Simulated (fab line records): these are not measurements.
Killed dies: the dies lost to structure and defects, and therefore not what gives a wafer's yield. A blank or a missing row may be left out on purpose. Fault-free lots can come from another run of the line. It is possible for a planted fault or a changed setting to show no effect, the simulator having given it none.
Matching of chambers    flow n5_finfet    3 sister chambers for N5_MIM_TOP_ETCH_PECVD_03 on pecvd-01
The step deposits SiNx from SiH4/NH3/N2, target thk 20 nm, time 17.6 s. 16 wafers are shown with their chamber, then 8 later ones without.

== WAFERS, EACH WITH ITS CHAMBER ==
wafer   chamber  throttle_valve_pct (%)  showerhead_plenum_p_Torr (Torr)  showerhead_vpp_V (V)
L078.1  1        41.6                    5.06                             1049
L078.2  2        39.2                    5.17                             981
L078.3  1        41.8                    5.07                             1047
L083.1  2        39.4                    5.15                             981
L083.5  1        41.8                    5.07                             1064
L083.6  2        39.2                    5.16                             977
L084.1  1        41.6                    5.07                             1045
L084.2  2        39.4                    5.14                             975
L084.4  2        39.5                    5.15                             992
L087.2  2        39.0                    5.16                             974
L087.4  1        41.4                    5.06                             1028
L087.5  0        39.7                    5.09                             992
L088.3  1        41.8                    5.05                             1061
L088.4  2        39.3                    5.16                             976
L088.5  2        39.6                    5.15                             968
L092.1  2        39.6                    5.15                             978

SIGNATURES, as means of the wafers listed above
reading                   chamber 0  chamber 1  chamber 2  scatter within a chamber
throttle_valve_pct        39.700     41.667     39.356     0.187
showerhead_plenum_p_Torr  5.0900     5.0633     5.1544     0.00857
showerhead_vpp_V          992.00     1049.00    978.00     9.5
Rule: a wafer's distance from a chamber is the root of the sum, over the readings, of the square of ((its reading less the chamber's mean) divided by the reading's scatter). If the next closest chamber is less than 2 further off than the closest, the wafer can't be placed; otherwise it belongs to the closest. The scatter: take each reading less its chamber's mean, square it, sum over the shown wafers, divide by the number of wafers less the number of chambers, and take the root.

== WAFERS WITHOUT THEIR CHAMBER ==
wafer   throttle_valve_pct (%)  showerhead_plenum_p_Torr (Torr)  showerhead_vpp_V (V)
L092.2  41.9                    5.07                             1047
L092.5  41.7                    5.05                             1039
L093.3  41.9                    5.07                             1046
L093.4  39.4                    5.16                             964
L093.6  41.5                    5.06                             1059
L094.1  39.6                    5.15                             995
L094.4  39.7                    5.17                             983
L094.5  39.5                    5.16                             995

== EACH ONE'S CHAMBER ==
wafer   from the rows above  in truth
L092.2  1                    1
L092.5  1                    1
L093.3  1                    1
L093.4  2                    2
L093.6  1                    1
L094.1  2                    2
L094.4  2                    2
L094.5  2                    2
Correct placement for 8 of the 8. From these rows, 0 cannot be placed. 0 placed wrongly.
